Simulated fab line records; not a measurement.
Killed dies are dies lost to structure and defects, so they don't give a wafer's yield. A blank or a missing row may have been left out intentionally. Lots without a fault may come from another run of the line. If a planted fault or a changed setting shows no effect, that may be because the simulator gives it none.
A struck lot beside a sound one :: flow n5 finfet :: 40 steps out of a route of 1938
Sound: these wafers, L361.2, L361.5, L361.6. Struck: wafer L349.6; the same lot's L349.2 was not struck, so it is left out; see the end for the cause.
For every step that has rows: the tool of each side, followed by ch and its chambers, followed by its first start. Under that, the readings that differ: sound wafers :: struck wafers :: difference of the means :: sigmas: that difference in standard deviations of wafers without a fault.
alike: same words and numbers on both sides, and readings whose means sit less than 2 such deviations apart. not compared: any withheld reading, any reading some wafer has no value for, any bound like >300 that may hide the same value, and any number with overlapping values for which the record gives no deviation.
A row with sigmas, a row that says differs or no value, or rows on one side alone: a step with any of these is where the two part. Non-overlapping numbers with no deviation appear without sigmas and do not part them. Lack of a reading on every wafer of one side parts them only where that side has two or more wafers.

first, 9 steps without rows for these wafers: N5_STI_FIN_REVEAL_SRD_23 (time 30 s); N5_STI_FIN_REVEAL_PRECLEAN_18 (cleans in SC2, time 45 s); N5_STI_FIN_REVEAL_SRD_28 (time 30 s); N5_DUMMY_GATE_PRECLEAN_00 (cleans in O3/DIW, time 60 s); N5_DUMMY_GATE_SRD_01 (time 30 s); N5_DUMMY_GATE_ALD_02 (deposits SiO2, target thk 2 nm, pulse time 1 s); N5_DUMMY_GATE_CVD_03 (deposits a-Si from SiH4, target thk 150 nm, time 8042 s); N5_DUMMY_GATE_PRECLEAN_46 (cleans in DIW, time 89.5 s); N5_DUMMY_GATE_SRD_47 (dry time 32 s).
N5_DUMMY_GATE_CMP_04: polishes a-Si.
  sound on cmp-01 ch 1,2, day 8 01:27; struck on cmp-04 ch 2, day 4 23:08
reading: model.a-Si_of_DUMMY_GATE_CVD_03.thk nm (nm)
sound: 72 72.4 72.6
struck: 97.2
difference: +24.9
sigmas: 
  alike: motor current A, retaining ring pressure frac, time to endpoint s
  not compared: pad life wafers
N5_DUMMY_GATE_THK_MEAS_05:
  sound on film metro-02, day 8 01:40; struck on film metro-01, day 4 23:19
reading: thk nm (nm)
sound: 72.2 72.4 72.5
struck: 97.1
difference: +24.7
sigmas: +18
then, 24 steps without rows for these wafers: N5_DUMMY_GATE_HM_DEP_06 (deposits SiNx from DCS/NH3, target thk 80 nm, time 5141 s); N5_DUMMY_GATE_PECVD_30 (deposits SiO2 from TEOS/O2, target thk 55 nm, time 10.8 s); N5_DUMMY_GATE_COAT_34 (time 60 s, resist thk 60 nm); N5_DUMMY_GATE_COAT_35 (time 60 s, resist thk 10 nm); N5_DUMMY_GATE_COAT_28 (time 60 s, resist thk 10 nm); N5_DUMMY_GATE_COAT_09 (resist thk 30 nm); N5_DUMMY_GATE_EBR_11; N5_DUMMY_GATE_SOFTBAKE_10 (time 60 s); N5_DUMMY_GATE_EXPOSE_12 (exposes mask GATE, target cd 25 nm); N5_DUMMY_GATE_PEB_13 (peb time 60 s); N5_DUMMY_GATE_DEVELOP_14 (develop time 30 s); N5_DUMMY_GATE_DESCUM_20 (chemistry O2, time 6.2 s); N5_DUMMY_GATE_ETCH_29 (etches underlayer in N2/H2, target depth 13 nm); N5_DUMMY_GATE_ETCH_36 (etches SiARC in CF4, target depth 13 nm); N5_DUMMY_GATE_ETCH_37 (etches SOC in N2/H2, target depth 60 nm, overetch 30 nm); N5_DUMMY_GATE_STRIP_38 (strips in N2/H2); N5_DUMMY_GATE_STRIP_39 (strips in N2/H2); N5_DUMMY_GATE_TRIM_49 (chemistry O2, time 29 s, target cd 14 nm); N5_DUMMY_GATE_STRIP_40 (strips in CF4); N5_DUMMY_GATE_ETCH_31 (etches SiO2 in C4F6/O2, target depth 82.5 nm, time 27.5 s); N5_DUMMY_GATE_STRIP_41 (strips in O2); N5_DUMMY_GATE_HM_OPEN_21 (chemistry CH3F/O2, target SiNx, target depth 120 nm, time 171.4 s); N5_DUMMY_GATE_ETCH_32 (etches SiO2 in CF4, target depth 3.5 nm, time 3.9 s); N5_DUMMY_GATE_ETCH_23 (etches poly-Si in HBr/Cl2/O2, target depth 41 nm, time 22.3 s).
N5_DUMMY_GATE_ETCH_44: etches poly-Si in HBr/O2, stops on SiO2, target depth 127.5 nm.
  sound on rie si-06 ch 0,2,3, day 8 07:23; struck on rie si-01 ch 2, day 5 04:38
reading: drypump motor current A (A)
sound: 6.3 5.7 6.2
struck: 5.1
difference: -1.0
sigmas: -2

reading: oes product au (a.u.)
sound: 0.724 0.731 0.739
struck: 0.844
difference: +0.113
sigmas: +9

reading: model.DUMMY_GATE.feature depth nm (nm)
sound: 72 72.4 72.6
struck: 97.2
difference: +24.9
sigmas: 

reading: model.etch.depth nm (nm)
sound: 72.1 72.38 72.56
struck: 97.1
difference: +24.8
sigmas: 
  alike: throttle valve pct
  not compared: rf hours counter h
N5_SDB_CMP_30: polishes, stops on poly-Si, t overpolish 1.54 s, target thk 30 nm.
  sound on cmp-03 ch 2,3, day 9 05:36; struck on cmp-04 ch 3, day 6 02:38
reading: model.a-Si_of_DUMMY_GATE_CVD_03.thk nm (nm)
sound: 64.4 64.6 64.8
struck: 89.4
difference: +24.8
sigmas: 
  alike: motor current A, overpolish run s, retaining ring pressure frac, time to endpoint s
  not compared: pad life wafers
N5_SDB_THK_MEAS_31:
  sound on film metro-01, day 9 05:53; struck on film metro-01, day 6 02:56
reading: SDB_THK (nm)
sound: 64.3 64.5 64.8
struck: 89.3
difference: +24.8
sigmas: +18
-- the record jumps here: 4 days lie between the struck wafers' starts before and after (it left off in module SDB and takes up again in module BEOL_M4, whose first step shown is number 1111 of the route) --
N5_BEOL_M4_RC_MEAS_101:
  sound on prober-01 ch 0, day 13 05:00; struck on prober-01 ch 0, day 10 01:43
reading: ION_N (uA/um)
sound: 679 676 695
struck: 652
difference: -31
sigmas: -2

reading: SS_N (mV/dec)
sound: 71.7 71.8 71.9
struck: 69.8
difference: -2.0
sigmas: -3
  alike: DIBL_N, DIBL_P, IOFF_N, IOFF_P, ION_P, SS_P, VT_N, VT_P
-- a jump in the record: the struck wafers' starts before and after are 4 days apart (it breaks off in module BEOL_M4 and resumes in module PASSIVATION, where the first step shown is number 1936 of the route) --
N5_PASSIVATION_PROBE_49:
  sound on prober-02, day 17 11:25; struck on prober-02, day 14 11:07
reading: killed_at_M0_to_M3
sound: 38 26 29
struck: 54
difference: +23
sigmas: +2
  alike: defect limited yield, killed_at_M4_up, killed at contacts, killed at front end, killed at other, killed dies, killed open, killed short, sort_bin_5_function, sort_bin_6_memory, sort n pass, sort yield pct

== WHERE THEY PART ==
First at N5_DUMMY_GATE_THK_MEAS_05; last, within this record, at N5_PASSIVATION_PROBE_49.

WHY: whatever the simulator had introduced
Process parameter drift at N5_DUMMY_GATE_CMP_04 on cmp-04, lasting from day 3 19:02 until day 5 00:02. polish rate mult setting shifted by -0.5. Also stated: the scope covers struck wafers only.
